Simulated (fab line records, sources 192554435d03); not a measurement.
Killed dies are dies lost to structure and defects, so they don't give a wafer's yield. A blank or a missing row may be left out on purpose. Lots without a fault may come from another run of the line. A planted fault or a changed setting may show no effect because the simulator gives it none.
Which tool did it? | flow n5_finfet | 23 lots, 69 wafers sampled, at 2 steps of a route of 1938

WHAT THE GAUGES READ, wafer by wafer
N5_BEOL_M0_CUTY_CD_MEAS_57: target cd 200 nm.
lot  | measured     | on        | cd_nm (nm)
L075 | day 6 03:55  | cd_sem-02 | 198.9 199.0 199.6
L074 | day 6 07:32  | cd_sem-02 | 199.6 199.4 199.2
L077 | day 6 18:05  | cd_sem-01 | 199.7 199.0 201.0
L078 | day 7 00:59  | cd_sem-01 | 199.9 199.8 198.8
L079 | day 7 03:40  | cd_sem-02 | 199.6 198.5 199.3
L080 | day 7 07:29  | cd_sem-01 | 199.5 199.1 199.6
L081 | day 7 15:16  | cd_sem-03 | 197.5 198.9 197.7
L082 | day 7 19:45  | cd_sem-01 | 199.6 199.8 201.5
L083 | day 8 05:50  | cd_sem-01 | 199.4 199.8 199.1
L084 | day 8 15:42  | cd_sem-01 | 201.1 198.8 201.1
L087 | day 9 08:57  | cd_sem-02 | 199.4 200.3 199.3
L085 | day 9 16:30  | cd_sem-02 | 198.3 198.6 197.0
L086 | day 9 17:16  | cd_sem-02 | 199.7 200.2 199.4
L088 | day 10 01:56 | cd_sem-03 | 199.4 201.0 200.3
L089 | day 10 05:43 | cd_sem-01 | 199.6 198.2 200.3
L091 | day 10 07:08 | cd_sem-01 | 199.4 197.8 198.1
L090 | day 10 09:41 | cd_sem-03 | 199.0 200.9 199.7
L092 | day 10 15:01 | cd_sem-03 | 200.3 200.3 200.4
L093 | day 10 17:04 | cd_sem-02 | 199.5 198.7 200.1
L094 | day 10 22:23 | cd_sem-02 | 199.2 199.5 199.7
L095 | day 10 22:53 | cd_sem-03 | 199.1 200.8 200.7
L096 | day 11 04:58 | cd_sem-03 | 199.3 201.6 200.1
L097 | day 11 17:15 | cd_sem-01 | 201.9 200.2 201.3

WHICH TOOL RAN EACH LOT (tool, then ch and the chambers of the sampled wafers, then the start)
lot  | N5_BEOL_M0_SAQP_DESCUM_19
L075 | rie_diel-02 ch 2,3, day 5 22:20
L074 | rie_diel-02 ch 1,2,3, day 6 02:19
L077 | rie_diel-02 ch 2,3, day 6 11:24
L078 | rie_diel-02 ch 0,1,2, day 6 19:47
L079 | rie_diel-06 ch 1,3, day 6 22:19
L080 | rie_diel-02 ch 0,2,3, day 7 00:53
L081 | rie_diel-02 ch 1,2, day 7 10:01
L082 | rie_diel-01 ch 0,1,2, day 7 14:37
L083 | rie_diel-02 ch 0,1,2, day 8 00:24
L084 | rie_diel-06 ch 0,1,2, day 8 08:04
L087 | rie_diel-02 ch 2,3, day 9 01:04
L085 | rie_diel-06 ch 1,2,3, day 9 04:55
L086 | rie_diel-02 ch 0,1,3, day 9 06:37
L088 | rie_diel-06 ch 0,3, day 9 20:14
L089 | rie_diel-01 ch 0,1,2, day 10 00:18
L091 | rie_diel-06 ch 0,3, day 10 01:31
L090 | rie_diel-01 ch 0,1,3, day 10 04:22
L092 | rie_diel-02 ch 0,1, day 10 08:56
L093 | rie_diel-01 ch 0,1,2, day 10 10:44
L094 | rie_diel-02 ch 0,2,3, day 10 14:11
L095 | rie_diel-06 ch 0,1,2, day 10 16:35
L096 | rie_diel-06 ch 0,1,3, day 11 00:02
L097 | rie_diel-02 ch 0,1,2, day 11 08:49
- N5_BEOL_M0_SAQP_DESCUM_19: chemistry O2, time 7.9 s.

WHAT THE TOOLS THEMSELVES READ (means of the sampled wafers that have a number; where no wafer has one, the mark that the record gives instead)
N5_BEOL_M0_SAQP_DESCUM_19.
lot  | tool        | drypump_motor_current_A (A) | oes_product_au (a.u.) | rf_fwd_power_W (W) | rf_vpp_V (V) | showerhead_plenum_p_Torr (Torr) | throttle_valve_pct (%)
L075 | rie_diel-02 | 5.7                         | 0.72                  | 49.37              | 244.4        | 2.10                            | 20.36
L074 | rie_diel-02 | 5.7                         | 0.72                  | 49.26              | 243.6        | 2.10                            | 20.47
L077 | rie_diel-02 | 5.6                         | 0.72                  | 49.30              | 244.3        | 2.10                            | 20.36
L078 | rie_diel-02 | 5.8                         | 0.77                  | 49.38              | 243.8        | 2.13                            | 20.35
L079 | rie_diel-06 | 5.6                         | 0.71                  | 49.38              | 243.8        | 2.11                            | 20.83
L080 | rie_diel-02 | 5.7                         | 0.77                  | 49.47              | 242.5        | 2.11                            | 20.45
L081 | rie_diel-02 | 5.7                         | 0.71                  | 49.19              | 244.3        | 2.11                            | 20.29
L082 | rie_diel-01 | 5.5                         | 0.79                  | 49.64              | 243.4        | 2.12                            | 20.56
L083 | rie_diel-02 | 5.8                         | 0.77                  | 49.30              | 242.9        | 2.12                            | 20.37
L084 | rie_diel-06 | 5.4                         | 0.78                  | 49.21              | 243.4        | 2.18                            | 20.62
L087 | rie_diel-02 | 5.7                         | 0.70                  | 49.35              | 243.4        | 2.09                            | 20.40
L085 | rie_diel-06 | 5.3                         | 0.76                  | 49.47              | 243.1        | 2.10                            | 20.76
L086 | rie_diel-02 | 5.8                         | 0.76                  | 49.07              | 243.4        | 2.10                            | 20.57
L088 | rie_diel-06 | 5.0                         | 0.71                  | 49.30              | 242.8        | 2.05                            | 20.83
L089 | rie_diel-01 | 5.5                         | 0.78                  | 49.58              | 242.9        | 2.11                            | 20.59
L091 | rie_diel-06 | 5.0                         | 0.71                  | 49.34              | 243.0        | 2.05                            | 20.82
L090 | rie_diel-01 | 5.3                         | 0.75                  | 49.41              | 243.2        | 2.12                            | 20.62
L092 | rie_diel-02 | 5.9                         | 0.74                  | 49.09              | 243.4        | 2.11                            | 20.49
L093 | rie_diel-01 | 5.6                         | 0.77                  | 49.59              | 243.5        | 2.11                            | 20.59
L094 | rie_diel-02 | 5.7                         | 0.84                  | 49.23              | 243.1        | 2.10                            | 20.35
L095 | rie_diel-06 | 5.4                         | 0.76                  | 49.24              | 244.4        | 2.17                            | 20.65
L096 | rie_diel-06 | 5.4                         | 0.71                  | 49.30              | 242.8        | 2.11                            | 20.79
L097 | rie_diel-02 | 5.8                         | 0.83                  | 49.38              | 243.4        | 2.12                            | 20.28

THE ANSWER, worked out from the rows above alone
Rule: what is usual is taken from the lots themselves. Put in order of their means at a reading, lots are off if they are a third of the lots or fewer, leave a main group of 4 or more, and stand apart from it by a gap of 3 or more times the standard deviation of the main group's means; of several such gaps the widest counts. A main group whose means are all the same, to the digits that the tables above print for the reading, isn't used. A lot without any number at a reading at which 4 lots or more have one is off too. The other lots that the step has rows for count as sound. The gauges are gone through in route order, then the tools' own readings, and for those a lot's mean is taken as printed above. The first step at which some lot is off is used, and at that step the reading that is off furthest; a lot without a number counts as furthest.
No lot is off at any reading shown: from this, nothing can be told.

WHAT THE SIMULATOR HAD PUT IN
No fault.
